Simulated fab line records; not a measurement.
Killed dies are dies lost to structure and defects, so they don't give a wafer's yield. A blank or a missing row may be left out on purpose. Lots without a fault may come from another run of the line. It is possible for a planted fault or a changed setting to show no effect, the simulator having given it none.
Split-lot experiment ; flow n5_finfet ; 39 wafers read across 7 lots, on a route 1938 steps long

## ON THE SPLIT
At N5_HKMG_FIN_ETCH_35 (etches SOC in N2/H2, target depth 215.8 nm, time 243.4 s), the setting target_depth_a was moved away from the recipe's 2158 angstrom on 9 of the 39 wafers read, by -50.1% to +38.1%. For the rest of the wafers, this setting stayed at what the recipe calls for.

The split's own step is where the reading is taken.

## THE READING
etch.depth_nm (the simulator's own value, which no gauge read), in nm, at N5_HKMG_FIN_ETCH_35 (etches SOC in N2/H2, target depth 215.8 nm, time 243.4 s). No usual value for it is given in the file. Across the 30 wafers here that went through the recipe, the average is 215.8 nm and the standard deviation 3.9 nm.

wafer;tool, chamber at the split;target_depth_a as run, angstrom;against the recipe;etch.depth_nm, nm;against lot-mates on the recipe
L076.2;rie_diel-06, 3;2158;recipe;220.6;-
L076.3;rie_diel-06, 0;2158;recipe;213.1;-
L076.6;rie_diel-06, 3;2158;recipe;217.1;-
L078.1;rie_diel-02, 1;2158;recipe;218.1;-
L078.2;rie_diel-02, 2;2158;recipe;216;-
L078.3;rie_diel-02, 3;2158;recipe;211.1;-
L078.4;rie_diel-02, 0;2158;recipe;221;-
L078.5;rie_diel-02, 3;2158;recipe;211.3;-
L078.6;rie_diel-02, 2;2158;recipe;215.9;-
L084.1;rie_diel-02, 2;2158;recipe;213.9;-
L084.2;rie_diel-02, 1;1428;-33.8%;143.8;-68.6
L084.3;rie_diel-02, 0;1428;-33.8%;145.3;-67.1
L084.4;rie_diel-02, 3;1428;-33.8%;139.3;-73.1
L084.5;rie_diel-02, 2;2158;recipe;213.4;-
L084.6;rie_diel-02, 3;2158;recipe;209.9;-
L090.1;rie_diel-02, 1;2158;recipe;219.1;-
L090.2;rie_diel-02, 0;2158;recipe;219.7;-
L090.3;rie_diel-02, 3;1077;-50.1%;105.5;-111.4
L090.4;rie_diel-02, 2;1077;-50.1%;107.7;-109.2
L090.5;rie_diel-02, 3;2158;recipe;211.8;-
L090.6;rie_diel-02, 0;1077;-50.1%;110.1;-106.8
L092.1;rie_diel-02, 0;2158;recipe;221;-
L092.2;rie_diel-02, 3;2158;recipe;209.7;-
L092.3;rie_diel-02, 1;2981;+38.1%;301;+84.1
L092.4;rie_diel-02, 1;2981;+38.1%;299.2;+82.3
L092.5;rie_diel-02, 3;2981;+38.1%;292.5;+75.6
L092.6;rie_diel-02, 0;2158;recipe;219.9;-
L094.1;rie_diel-05, 2;2158;recipe;215.7;-
L094.2;rie_diel-05, 3;2158;recipe;210.2;-
L094.3;rie_diel-05, 0;2158;recipe;220.3;-
L094.4;rie_diel-05, 1;2158;recipe;214.6;-
L094.5;rie_diel-05, 3;2158;recipe;210.9;-
L094.6;rie_diel-05, 2;2158;recipe;213.5;-
L095.1;rie_diel-05, 1;2158;recipe;218.2;-
L095.2;rie_diel-05, 0;2158;recipe;223.2;-
L095.3;rie_diel-05, 2;2158;recipe;216.1;-
L095.4;rie_diel-05, 3;2158;recipe;213.9;-
L095.5;rie_diel-05, 0;2158;recipe;221.8;-
L095.6;rie_diel-05, 3;2158;recipe;212.7;-

THE FIT
A straight line over all 39 wafers: etch.depth_nm changes by +2.15 nm for each +1% of target_depth_a; r = +1.00; the points scatter about the line by 3.8 nm.
The same after taking each lot's own level away (the mean of its wafers on the recipe; 39 wafers): +2.13 nm for each +1%; r = +1.00; scatter 3.6 nm.
Per that fit: largest target_depth_a move, reading shift of 1.1e+02 nm.
From 212.40 to 217.65 nm: that is the span of the lots' own levels, equal to 1.3 times the standard deviation above.
Hence the lot-to-lot level has little effect on the slope; both slopes agree.
Check: with one of the wafers moved furthest among these (-50.1%) left out of the fit, the line predicts -106 nm for it against its lot-mates. Against them it came out at -111 nm.

## THESE WAFERS: OTHER SPLITS
These wafers also went through other splits before the reading. Each is held against what the fit with the lots' levels taken away leaves over:
other split on the same wafers;wafers away from the commonest value;r with etch.depth_nm (lot level and that fit taken away)
N5_FIN_SAQP_ETCH_69 target_depth_a;12;+0.21
N5_SD_EPI_P_EPI_21 epi_growth_time_s;12;+0.09

## THE WHOLE CHAIN: every reading that the file lists as answering this split, in the file's order
step;what it does;reading;change (the file's fit);r (the file's)
N5_HKMG_FIN_ETCH_35;etches SOC in N2/H2, target depth 215.8 nm, time 243.4 s;SOC_of_HKMG_FIN_COAT_29.thk_nm (the simulator's own value, which no gauge read);-2.13 nm for each +1% of the setting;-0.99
N5_HKMG_FIN_ETCH_35;etches SOC in N2/H2, target depth 215.8 nm, time 243.4 s;HKMG_FIN.feature_depth_nm (the simulator's own value, which no gauge read);+2.13 nm for each +1% of the setting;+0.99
N5_HKMG_FIN_ETCH_35;etches SOC in N2/H2, target depth 215.8 nm, time 243.4 s;etch.depth_nm (the simulator's own value, which no gauge read);+2.13 nm for each +1% of the setting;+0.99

## FILE'S OWN FIT
etch.depth_nm changes by +2.13 nm for each +1% of target_depth_a, r = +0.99.
